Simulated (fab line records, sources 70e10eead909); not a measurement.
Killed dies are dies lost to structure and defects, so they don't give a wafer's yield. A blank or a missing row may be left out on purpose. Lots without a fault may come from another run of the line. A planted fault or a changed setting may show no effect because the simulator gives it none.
Chamber matching | flow nand_harc | NHARC_P_M0_DEP_32 on pecvd-02: 3 sister chambers
The step deposits SiCN, target thk 30 nm. 3 wafers are shown with their chamber, then 11 later ones without.

WAFERS WITH THEIR CHAMBER
wafer  | chamber | heater_power_w (W)
L086.1 | 2       | 627
L089.6 | 1       | 448
L091.4 | 0       | 666

WAFERS WITHOUT THEIR CHAMBER
wafer  | heater_power_w (W)
L091.5 | 658
L091.6 | 496
L092.1 | 679
L092.2 | 668
L092.3 | 438
L093.2 | 724
L093.3 | 474
L093.6 | 466
L096.1 | 439
L096.2 | 584
L096.3 | 576

WHICH CHAMBER EACH WENT THROUGH
wafer  | from the rows above     | in truth
L091.5 | can't be placed: 0 or 2 | 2
L091.6 | 1                       | 1
L092.1 | can't be placed: 0 or 2 | 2
L092.2 | can't be placed: 0 or 2 | 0
L092.3 | 1                       | 1
L093.2 | can't be placed: 0 or 2 | 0
L093.3 | 1                       | 1
L093.6 | 1                       | 1
L096.1 | 1                       | 1
L096.2 | can't be placed: 2 or 0 | 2
L096.3 | can't be placed: 2 or 0 | 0
Placed correctly: 5 of 11. Can't be placed from these rows: 6 (the true chamber is among the candidates in 6). Placed wrongly: 0.
How it was worked out, from the rows above alone: a wafer's distance from a chamber is the root of the sum, over the readings, of the square of ((its reading less the chamber's mean) divided by the reading's scatter). The wafer belongs to the nearest chamber; if the next one is less than 2 further off, it can't be placed. A chamber's mean is the mean of its shown wafers. The scatter: with one shown wafer a chamber, the root of the mean of the squares of how far each hidden wafer lies from its nearest shown one.
